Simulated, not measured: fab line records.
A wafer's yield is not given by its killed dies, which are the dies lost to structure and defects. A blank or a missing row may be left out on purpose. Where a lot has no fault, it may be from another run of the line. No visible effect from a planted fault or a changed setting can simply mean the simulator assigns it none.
fab line records | flow nand_harc
record: lots: 5 wafers: 15 last_day: 33
route steps=1302 shown A_M0@1164 A_M1@1169 END@1302
lots untouched by any fault: they come from a run of this same line in which no faults occurred
start_h: hours from the record's opening day to when the first of the lot's shown wafers began | wait_h: hours since the lot's step before | " same as the row above | L1.1+2: several wafers, shown together as one row | - no value, or no start was given | * or withheld: withheld | < > ~ a bound
route shown NAME@n: NAME is a module with steps in the file, n the number in the route of the first one | usual: mean/standard deviation of fault-free wafers | same: alike in all rows | chamber/n: place in a boat | sites: the reading at each site | _std_site: standard deviation across them | _edge_site: the outer-site mean with the inner-site mean subtracted | radius_mm: for every site, how far away it sits from the centre of the wafer | mask NAME#n: copy n | behind: the tool/chamber that last shaped the wafer | hold: what put the lot on hold/how long, in hours/how the hold closed | device: the n, p or np transistor that did not switch | end of line: the same wafers' tests at the end of the route | for a step that has no rows: nothing shown but its recipe | killed: dies lost to structure and defects at the first sort, not the wafer's yield | map: shows each die of a wafer: x if killed, . if not, _ if none is there
set.NAME: the setting as run; set.NAME@STEP: as run at that earlier step | model.NAME: the simulator's own value behind a step, which no gauge read
certain route steps with their lots: each step a table, each wafer a row
services: when a tool's chamber went out of use (start_h, in hours from the record's first day, below 0 if earlier), for how many hours, and the reason
== steps ==
step: NHARC_A_M0_SRD_25
step: NHARC_A_M0_INSPECT_27
usual: raw_defect_count: 513/130
columns lot.wafer tool chamber start_h wait_h raw_defect_count
L668.2 defect_inspect-01 - 541.02 0.0 499
L668.5 " - " " 480
L668.6 " - " " 423
L669.1 defect_inspect-02 - 547.11 0.0 496
L669.2 " - " " 438
L669.4 " - " " 356
L677.1 defect_inspect-02 - 629.13 0.0 410
L677.2 " - " " 495
L677.4 " - " " 437
L686.3 defect_inspect-02 - 726.25 0.0 467
L686.5 " - " " 648
L686.6 " - " " 492
L688.2 defect_inspect-02 - 737.57 0.0 419
L688.4 " - " " 728
L688.6 " - " " 547
step: NHARC_A_M0_PRE_CLEAN_31
recipe: time_s: 12 temp_c: 370 rf_power_w: 300 gas: NH3
usual: heater_power_w: 623/64
same: time_s: 12
columns lot.wafer tool chamber start_h wait_h heater_power_w
L668.2 pecvd-02 2 541.11 0.1 575
L668.6 " 1 " " 610
L668.5 " 2 " " 584
L669.1 pecvd-02 2 547.19 0.1 481
L669.2 " 0 " " 664
L669.4 " 2 " " 483
L677.2 pecvd-03 0 629.21 0.1 560
L677.1 " 1 " " 731
L677.4 " 2 " " 645
L686.3 pecvd-04 2 726.35 0.1 693
L686.6 " 1 " " 636
L686.5 " 2 " " 686
L688.2 pecvd-02 1 738.33 0.8 621
L688.4 " 1 " " 623
L688.6 " 2 " " 524
step: NHARC_A_M0_DEP_32
recipe: target_thk_a: 300 temp_c: 370 target_thk_nm: 30 pressure_torr: 3 flow_sccm: 200 rf_w: 450 material: SiCN
usual: heater_power_w: 575/61
columns lot.wafer tool chamber start_h wait_h heater_power_w
L668.2 pecvd-02 2 541.25 0.1 451
L668.6 " 1 " " 578
L668.5 " 2 " " 448
L669.1 pecvd-02 2 547.29 0.1 505
L669.2 " 0 " " 590
L669.4 " 2 " " 498
L677.2 pecvd-03 0 629.32 0.1 589
L677.1 " 1 " " 664
L677.4 " 2 " " 609
L686.3 pecvd-04 2 726.48 0.1 626
L686.6 " 1 " " 515
L686.5 " 2 " " 630
L688.2 pecvd-02 1 738.43 0.1 476
L688.4 " 1 " " 471
L688.6 " 2 " " 525
step: NHARC_A_M1_DEP_00
recipe: target_thk_a: 1825 target_thk_nm: 182.5 temp_c: withheld pressure_torr: 5 flow_sccm: 200 rf_w: 600 material: SiOC
step: NHARC_A_M1_DEHYDRATE_01
recipe: temp_c: 150 time_s: 120
step: NHARC_A_M1_HMDS_02
recipe: time_s: 30
step: NHARC_A_M1_COAT_34
recipe: temp_c: 200 time_s: 65
step: NHARC_A_M1_COAT_03
recipe: spin_rpm: 1500 resist_thk_nm: 90
step: NHARC_A_M1_SOFTBAKE_04
recipe: temp_c: 105 time_s: 55
step: NHARC_A_M1_EBR_05
step: NHARC_A_M1_EXPOSE_06
recipe: na: 1.35 target_cd_nm: 120 dose_mj: 75.13 mask_id: A_M1
columns lot.wafer tool chamber start_h wait_h mask
L668.2+5+6 arfi_scanner-02 0 542.28 - A_M1#0
L669.1+2+4 arfi_scanner-03 0 548.34 - A_M1#0
L677.1+2+4 arfi_scanner-02 0 630.38 - A_M1#0
L686.3+5+6 arfi_scanner-03 0 727.52 - A_M1#0
L688.2+4+6 arfi_scanner-02 0 739.48 - A_M1#0
step: NHARC_A_M1_PEB_07
recipe: peb_temp_c: 100 peb_time_s: 65
step: NHARC_A_M1_DEVELOP_08
recipe: develop_time_s: 35 dev_temp_c: 23
step: NHARC_A_M1_CD_MEAS_09
recipe: target_cd_nm: 120 landing_energy_ev: 500
usual: cd_nm: 120.3/0.74
columns lot.wafer tool chamber start_h wait_h cd_nm
L668.2 cd_sem-03 0 542.42 - 120.8
L668.5 " 0 " " 120.2
L668.6 " 0 " " 120.5
L669.1 cd_sem-02 0 548.49 - 120.3
L669.2 " 0 " " 120.4
L669.4 " 0 " " 120.6
L677.1 cd_sem-02 0 630.52 - 118.4
L677.2 " 0 " " 119.6
L677.4 " 0 " " 128.8
L686.3 cd_sem-02 0 727.66 - 119.9
L686.5 " 0 " " 120.7
L686.6 " 0 " " 120.3
L688.2 cd_sem-03 0 739.62 - 120.9
L688.4 " 0 " " 120.1
L688.6 " 0 " " 119.8
step: NHARC_A_M1_OVL_MEAS_10
recipe: pitch_nm: 240
usual: overlay_x_nm: 0.3/0.91 overlay_y_nm: 0.0/0.89
columns lot.wafer tool chamber start_h wait_h overlay_x_nm overlay_y_nm
L668.2 overlay-01 - 542.50 - -0.1 -0.2
L668.5 " - " " 0.0 -0.7
L668.6 " - " " 0.1 -0.2
L669.1 overlay-01 - 548.57 - 0.7 0.9
L669.2 " - " " 1.0 1.4
L669.4 " - " " 0.9 1.1
L677.1 overlay-01 - 630.61 - -0.5 0.6
L677.2 " - " " -0.9 0.0
L677.4 " - " " -0.5 0.1
L686.3 overlay-01 - 727.74 - -0.3 0.5
L686.5 " - " " -0.3 0.4
L686.6 " - " " -0.6 0.4
L688.2 overlay-01 - 739.70 - 0.7 -2.0
L688.4 " - " " 0.1 -1.0
L688.6 " - " " 1.1 -1.6
step: NHARC_A_M1_INSPECT_11
usual: raw_defect_count: 85/37
columns lot.wafer tool chamber start_h wait_h raw_defect_count
L668.2 defect_inspect-01 - 542.54 0.0 19
L668.5 " - " " 13
L668.6 " - " " 21
L669.1 defect_inspect-02 - 548.61 0.0 102
L669.2 " - " " 132
L669.4 " - " " 113
L677.1 defect_inspect-02 - 630.64 0.0 104
L677.2 " - " " 101
L677.4 " - " " 90
L686.3 defect_inspect-01 - 727.78 0.0 108
L686.5 " - " " 107
L686.6 " - " " 115
L688.2 defect_inspect-01 - 739.74 0.0 85
L688.4 " - " " 93
L688.6 " - " " 88
step: NHARC_A_M1_DESCUM_14
recipe: time_s: 3 o2_flow_sccm: 200 ar_flow_sccm: 0 bias_power_w: 0 chemistry: O2
usual: drypump_motor_current_A: 5.6/0.39 oes_product_au: 0.998/0.013 rf_vpp_V: 57.9/0.9 showerhead_plenum_p_Torr: 1.94/0.087 throttle_valve_pct: 11.311/0.0086
same: time_s: 3
columns lot.wafer tool chamber start_h wait_h drypump_motor_current_A oes_product_au rf_hours_counter_h rf_vpp_V showerhead_plenum_p_Torr throttle_valve_pct model.A_M1.cd_nm
L668.2 rie_diel-10 0 542.60 0.1 5.1 1.010 3.0 57.7 2.00 11.314 120.2
L668.6 " 0 " " 5.1 1.000 - 58.5 2.00 11.307 120.1
L668.5 " 1 " " 5.8 1.013 - 60.4 2.03 11.310 120.3
L669.2 rie_diel-01 2 548.67 0.1 5.7 1.004 8.3 58.7 1.89 11.308 120.8
L669.4 " 3 " " 5.1 1.000 8.8 57.4 1.78 11.309 119.8
L669.1 " 0 " " 5.8 1.008 9.2 59.5 2.04 11.310 119.9
L677.2 rie_diel-01 0 630.70 0.1 5.8 1.003 3.4 58.9 2.04 11.313 119.1
L677.1 " 1 " " 5.6 0.989 3.3 58.2 1.91 11.308 118.6
L677.4 " 3 " " 5.2 0.993 2.3 57.2 1.78 11.318 128.8
L686.3 rie_diel-04 2 727.85 0.1 6.2 0.998 0.4 57.5 1.97 11.300 120
L686.6 " 0 " " 5.9 1.005 - 57.7 1.78 11.324 119.9
L686.5 " 1 " " 5.2 1.009 - 57.2 2.02 11.295 120.1
L688.4 rie_diel-10 3 739.80 0.1 5.3 0.993 3.5 58.3 2.05 11.324 119.9
L688.2 " 0 " " 5.1 1.033 3.5 58.0 2.00 11.295 120.6
L688.6 " 3 " " 5.3 0.992 - 57.3 2.05 11.304 119.7
step: NHARC_A_M1_ETCH_35
recipe: target_depth_a: 400 overetch_a: 120 time_s: 43.94 ion_energy_ev: 200 n2_flow_sccm: 150 h2_flow_sccm: 150 ar_flow_sccm: 0 rf_w: 400 bias_w: 150 chemistry: N2/H2
usual: drypump_motor_current_A: 5.6/0.39 oes_product_au: 0.997/0.012 rf_vpp_V: 431.2/2.9 showerhead_plenum_p_Torr: 2.07/0.1 throttle_valve_pct: 14.171/0.0095
same: time_s: 43.94
columns lot.wafer tool chamber start_h wait_h drypump_motor_current_A oes_product_au rf_hours_counter_h rf_vpp_V showerhead_plenum_p_Torr throttle_valve_pct
L668.2 rie_diel-10 0 542.68 0.1 5.1 1.003 3.0 432.2 2.13 14.167
L668.6 " 0 " " 5.1 1.014 - 431.4 2.13 14.171
L668.5 " 1 " " 5.8 1.006 - 434.7 2.17 14.173
L669.1 rie_diel-01 0 548.76 0.1 5.7 0.998 9.2 435.0 2.18 14.188
L669.4 " 1 " " 5.6 0.983 9.1 429.6 2.04 14.189
L669.2 " 3 " " 5.1 1.007 8.8 426.9 1.89 14.164
L677.4 rie_diel-01 3 630.79 0.1 5.2 0.988 2.3 425.4 1.89 14.187
L677.1 " 0 " " 5.8 1.005 3.5 432.9 2.18 14.173
L677.2 " 1 " " 5.6 0.983 3.3 429.7 2.04 14.181
L686.3 rie_diel-04 3 727.94 0.1 4.9 0.999 0.5 429.6 2.05 14.164
L686.6 " 0 " " 5.9 1.011 - 427.2 1.90 14.177
L686.5 " 1 " " 5.2 1.016 - 431.9 2.16 14.170
L688.4 rie_diel-10 1 739.89 0.1 5.8 0.992 3.7 434.0 2.17 14.168
L688.2 " 3 " " 5.3 0.990 3.6 435.3 2.19 14.167
L688.6 " 2 " " 6.1 1.002 - 430.7 2.07 14.163
step: NHARC_A_M1_ETCH_15
recipe: target_depth_a: 1825 time_s: 91.2 c4f8_flow_sccm: withheld ar_flow_sccm: 400 rf_w: 600 bias_w: 300 chemistry: C4F8/Ar
usual: oes_product_au: 0.957/0.018 rf_vpp_V: 441.6/2.9
same: time_s: 91.2
columns lot.wafer tool chamber start_h wait_h oes_product_au rf_hours_counter_h rf_vpp_V
L668.2 rie_diel-10 2 - - 0.974 3.0 440.9
L668.5 " 0 " " 0.963 - 443.4
L668.6 " 1 " " 0.949 - 444.7
L669.2 rie_diel-01 1 - - 0.962 9.1 440.5
L669.4 " 2 " " 0.964 8.3 438.4
L669.1 " 3 " " 0.960 8.8 436.5
L677.4 rie_diel-01 2 - - 0.964 3.3 439.6
L677.2 " 3 " " 0.958 2.3 437.4
L677.1 " 0 " " 0.960 3.5 444.7
L686.3 rie_diel-04 0 - - 0.965 0.8 436.7
L686.5 " 0 " " 0.955 - 436.5
L686.6 " 1 " " 0.967 - 443.7
L688.2 rie_diel-10 3 - - 0.934 3.8 445.1
L688.4 " 2 " " 0.961 3.9 440.6
L688.6 " 0 " " 0.964 - 442.8
step: NHARC_A_M1_CD_MEAS_16
usual: cd_nm: 120.2/0.94
columns lot.wafer tool chamber start_h wait_h cd_nm
L668.2 cd_sem-02 - 542.91 - 119.9
L668.5 " - " " 119.6
L668.6 " - " " 120.0
L669.1 cd_sem-03 - 548.98 - 119.8
L669.2 " - " " 120.8
L669.4 " - " " 119.2
L677.1 cd_sem-01 - 631.01 - 118.3
L677.2 " - " " 119.6
L677.4 " - " " 128.1
L686.3 cd_sem-02 - 728.15 - 119.9
L686.5 " - " " 119.9
L686.6 " - " " 119.5
L688.2 cd_sem-02 - 740.26 - 120.4
L688.4 " - " " 119.8
L688.6 " - " " 120.2
step: NHARC_A_M1_STRIP_18
recipe: power_w: 1000 n2_flow_sccm: 150 h2_flow_sccm: 150 ar_flow_sccm: 0 bias_w: 0 chemistry: N2/H2
usual: drypump_motor_current_A: 5.6/0.4 oes_product_au: 0.997/0.012 rf_vpp_V: 90.9/1.1 showerhead_plenum_p_Torr: 2.08/0.095 throttle_valve_pct: 14.171/0.0079
columns lot.wafer tool chamber start_h wait_h drypump_motor_current_A oes_product_au rf_hours_counter_h rf_vpp_V showerhead_plenum_p_Torr throttle_valve_pct
L668.2 rie_diel-04 3 543.02 0.1 4.9 0.989 0.0 91.8 2.05 14.179
L668.6 " 3 " " 4.9 0.982 - 89.7 2.05 14.166
L668.5 " 0 " " 5.9 1.021 - 89.9 1.90 14.173
L669.2 rie_diel-04 2 549.05 0.1 6.2 0.995 0.2 91.8 2.10 14.164
L669.1 " 3 " " 4.9 0.981 0.2 91.3 2.05 14.167
L669.4 " 2 " " 6.2 0.989 - 91.6 2.10 14.176
L677.1 rie_diel-10 0 631.08 0.1 5.1 1.012 1.2 91.5 2.13 14.171
L677.4 " 1 " " 5.8 1.001 1.3 92.7 2.17 14.175
L677.2 " 2 " " 6.1 1.001 1.1 92.5 2.07 14.154
L686.3 rie_diel-01 2 728.29 0.1 5.7 0.988 9.2 90.7 2.01 14.181
L686.6 " 3 " " 5.1 0.997 - 90.0 1.89 14.159
L686.5 " 0 " " 5.8 0.995 - 92.3 2.18 14.163
L688.2 rie_diel-04 2 740.33 0.1 6.2 1.000 0.7 91.7 2.10 14.162
L688.4 " 0 " " 5.9 1.005 1.4 89.1 1.90 14.177
L688.6 " 2 " " 6.2 0.998 - 93.4 2.10 14.166
step: NHARC_A_M1_ETCH_28
recipe: target_depth_a: 300 over_etch_frac: 0.3 time_s: 72.99 ion_energy_ev: 150 cf4_flow_sccm: 50 n2_flow_sccm: 100 ar_flow_sccm: 150 rf_w: 300 bias_w: 100 chemistry: CF4/N2
usual: drypump_motor_current_A: 5.6/0.39 oes_product_au: 0.997/0.012 rf_vpp_V: 314.8/2 showerhead_plenum_p_Torr: 2.66/0.12 throttle_valve_pct: 19.795/0.0097
same: time_s: 72.99
columns lot.wafer tool chamber start_h wait_h drypump_motor_current_A oes_product_au rf_hours_counter_h rf_vpp_V showerhead_plenum_p_Torr throttle_valve_pct model.A_M1.cd_nm
L668.2 rie_diel-04 0 - - 5.9 1.005 0.1 310.5 2.46 19.801 119.8
L668.6 " 2 " " 6.2 0.987 - 317.3 2.70 19.790 119.6
L668.5 " 3 " " 4.9 0.964 - 313.8 2.64 19.782 120.9
L669.2 rie_diel-04 3 - - 4.9 0.987 0.3 314.8 2.64 19.780 121.2
L669.1 " 0 " " 5.9 1.010 0.3 311.2 2.46 19.805 119.2
L669.4 " 2 " " 6.2 0.999 - 317.7 2.70 19.791 118.8
L677.1 rie_diel-10 3 - - 5.3 0.987 1.0 317.7 2.81 19.790 118.6
L677.2 " 0 " " 5.1 1.023 1.2 316.3 2.73 19.807 119.8
L677.4 " 1 " " 5.8 0.996 1.4 317.7 2.78 19.796 128.7
L686.3 rie_diel-01 1 - - 5.6 0.980 8.8 313.1 2.62 19.786 120.1
L686.5 " 3 " " 5.2 0.988 - 312.8 2.45 19.813 120.3
L686.6 " 0 " " 5.8 0.995 - 316.3 2.79 19.800 119
L688.2 rie_diel-04 1 - - 5.2 1.015 1.2 315.8 2.76 19.797 121.7
L688.4 " 3 " " 4.9 0.999 1.0 315.3 2.63 19.793 120.3
L688.6 " 2 " " 6.2 0.985 - 315.4 2.70 19.796 121
step: NHARC_A_M1_STRIP_19
recipe: time_s: 600 temp_c: 30 chemistry: post_etch_residue_remover
step: NHARC_END_SORT_01
recipe: temp_c: 25
usual: defect_limited_yield: 90.7/2.9 killed_at_array: 58/20 killed_at_other: 1.0/1.2 killed_at_periphery: 4.1/3 killed_dies: 63/20 killed_open: 3.2/1.7 killed_short: 2.5/1.5
same: gross_dies: 677
columns lot.wafer tool chamber start_h wait_h defect_limited_yield[%] killed_at_array killed_at_other killed_at_periphery killed_dies killed_open killed_short
L669.1 prober-01 0 587.53 2.6 90.3 62 0 4 66 5 0
L669.2 prober-01 0 588.34 2.9 88.9 61 3 11 75 7 2
L669.4 prober-01 0 589.94 3.4 90.1 59 0 8 67 2 3
L688.2 prober-02 0 777.07 2.8 90.7 61 1 1 63 6 2
L688.4 prober-02 0 778.70 3.5 87.7 79 2 2 83 7 3
L688.6 prober-02 0 780.33 4.1 90.3 64 0 2 66 3 5
killed by level:class
L669.1 A_CHANNEL_HOLE_D1:chamber_film_flake=30 A_CHANNEL_HOLE_D2:chamber_film_flake=20 P_M1:chamber_film_flake=4 A_CHANNEL_FILL_D1:geometric_particle:open=2 A_CHANNEL_FILL_D1:chamber_film_flake=2 A_STAIRCASE:chamber_film_flake=2 A_ONON_D2:geometric_particle:open=1 A_WL_FILL:geometric_particle:open=1
L669.2 A_CHANNEL_HOLE_D2:chamber_film_flake=27 A_CHANNEL_HOLE_D1:chamber_film_flake=24 P_M1:chamber_film_flake=3 THIN_TSV:chamber_film_flake=3 P_ZERO_WELL:chamber_film_flake=2 A_CONTACT:chamber_film_flake=2 P_STI:geometric_particle:open=1 P_GATE:geometric_particle:open=1
L669.4 A_CHANNEL_HOLE_D2:chamber_film_flake=30 A_CHANNEL_HOLE_D1:chamber_film_flake=17 A_CONTACT:chamber_film_flake=4 P_GATE:chamber_film_flake=3 P_M1:chamber_film_flake=3 P_M0:geometric_particle:open=1 P_M0:geometric_particle:short=1 A_CHANNEL_FILL_D2:geometric_particle:short=1
L688.2 A_CHANNEL_HOLE_D2:chamber_film_flake=25 A_CHANNEL_HOLE_D1:chamber_film_flake=17 A_SLIT:chamber_film_flake=6 A_DECK1_JOINT:geometric_particle:open=3 A_CHANNEL_HOLE_D2:geometric_particle:open=2 A_CONTACT:chamber_film_flake=2 A_ONON_D1:geometric_particle:short=1 A_CHANNEL_FILL_D2:geometric_particle:short=1
L688.4 A_CHANNEL_HOLE_D2:chamber_film_flake=33 A_CHANNEL_HOLE_D1:chamber_film_flake=19 A_SLIT:chamber_film_flake=9 A_CONTACT:chamber_film_flake=7 A_ONON_D1:geometric_particle:open=2 A_SGD_CUT:chamber_film_flake=2 THIN_TSV:chamber_film_flake=2 P_M2:geometric_particle:open=1
L688.6 A_CHANNEL_HOLE_D2:chamber_film_flake=21 A_CHANNEL_HOLE_D1:chamber_film_flake=15 A_SLIT:chamber_film_flake=8 A_CONTACT:chamber_film_flake=6 A_SGD_CUT:chamber_film_flake=4 A_M0:geometric_particle:open=2 A_STAIRCASE:chamber_film_flake=2 P_CONTACT:geometric_particle:short=1
== services ==
columns tool chamber start_h hours kind
rie_diel-04 1 528.26 32.6 repair
rie_diel-04 - 532.42 9.0 pm
arfi_scanner-03 - 540.00 4.0 pm
pecvd-03 - 547.16 13.0 pm
rie_diel-04 3 556.05 2.6 repair
rie_diel-01 - 557.97 9.0 pm
arfi_scanner-03 - 567.39 2.2 repair
arfi_scanner-02 - 567.80 1.2 repair
rie_diel-01 3 570.01 14.0 repair
rie_diel-10 - 586.59 0.7 repair
pecvd-02 - 591.61 13.0 pm
rie_diel-10 1 594.11 4.1 repair
rie_diel-10 - 596.50 9.0 pm
arfi_scanner-02 - 621.83 1.1 repair
pecvd-02 2 634.22 9.0 repair
rie_diel-01 0 642.22 7.1 repair
rie_diel-10 - 643.93 4.7 repair
arfi_scanner-02 - 656.00 4.0 pm
rie_diel-10 1 663.10 4.0 repair
rie_diel-10 0 683.69 9.8 repair
rie_diel-04 - 709.42 9.0 pm
arfi_scanner-02 - 721.31 2.4 repair
arfi_scanner-02 - 729.29 1.6 repair
rie_diel-01 - 734.97 9.0 pm
== key ==
first_sign: step: NHARC_A_M1_CD_MEAS_09 reading: cd_nm direction: up sigmas: 12 usual: 120.3 struck: 128.8
effect: step: NHARC_A_M1_CD_MEAS_16 reading: cd_nm direction: up sigmas: 8.3 usual: 120.2 struck: 128.1
model_effect: step: NHARC_A_M1_DESCUM_14 value: A_M1.cd_nm without: 120.1 struck: 128.8
model_effect: step: NHARC_A_M1_ETCH_28 value: A_M1.cd_nm without: 120 struck: 128.7
met_at NHARC_A_M1_EXPOSE_06
struck_wafers L677.4
onset_between 542.28 630.38
fault: kind: process_parameter_drift tool: arfi_scanner-02 chamber: - onset_h: 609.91 steps: NHARC_A_M1_EXPOSE_06 channel: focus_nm offset: 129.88 shape: step end_h: 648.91 scope: struck_wafers_only
